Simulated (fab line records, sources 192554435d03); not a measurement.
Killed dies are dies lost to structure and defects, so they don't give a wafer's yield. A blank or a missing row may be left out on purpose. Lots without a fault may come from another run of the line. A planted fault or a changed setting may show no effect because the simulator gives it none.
Chamber matching | flow n5_finfet | N5_BEOL_M9_DEP_56 on pecvd-04: 3 sister chambers
The step deposits SiCN from 3MS/NH3, target thk 15 nm, time 26.5 s. 6 wafers are shown with their chamber, then 8 later ones without.

WAFERS WITH THEIR CHAMBER
wafer  | chamber | throttle_valve_pct (%) | showerhead_plenum_p_Torr (Torr)
L079.6 | 0       | 8.8                    | 3.664
L083.6 | 2       | 9.6                    | 3.659
L080.1 | 1       | 9.0                    | 3.662
L080.2 | 2       | 9.2                    | 3.663
L080.4 | 1       | 9.1                    | 3.678
L096.1 | 0       | 8.7                    | 3.681

WAFERS WITHOUT THEIR CHAMBER
wafer  | throttle_valve_pct (%) | showerhead_plenum_p_Torr (Torr)
L096.2 | 9.2                    | 3.659
L096.3 | 9.0                    | 3.667
L096.4 | 9.3                    | 3.654
L096.5 | 8.6                    | 3.672
L096.6 | 9.4                    | 3.668
L097.1 | 8.9                    | 3.672
L097.4 | 9.2                    | 3.670
L097.5 | 9.1                    | 3.676

WHICH CHAMBER EACH WENT THROUGH
wafer  | from the rows above          | in truth
L096.2 | can't be placed: 2 or 1 or 0 | 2
L096.3 | can't be placed: 1 or 0 or 2 | 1
L096.4 | can't be placed: 2 or 1      | 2
L096.5 | can't be placed: 0 or 1      | 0
L096.6 | can't be placed: 2 or 1      | 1
L097.1 | can't be placed: 0 or 1      | 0
L097.4 | can't be placed: 1 or 2 or 0 | 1
L097.5 | can't be placed: 1 or 0 or 2 | 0
Placed correctly: 0 of 8. Can't be placed from these rows: 8 (the true chamber is among the candidates in 8). Placed wrongly: 0.
How it was worked out, from the rows above alone: a wafer's distance from a chamber is the root of the sum, over the readings, of the square of ((its reading less the chamber's mean) divided by the reading's scatter). The wafer belongs to the nearest chamber; if the next one is less than 2 further off, it can't be placed. A chamber's mean is the mean of its shown wafers. The scatter: the root of (the sum of the squares of (reading less its chamber's mean) over the shown wafers, divided by (wafers less chambers)).
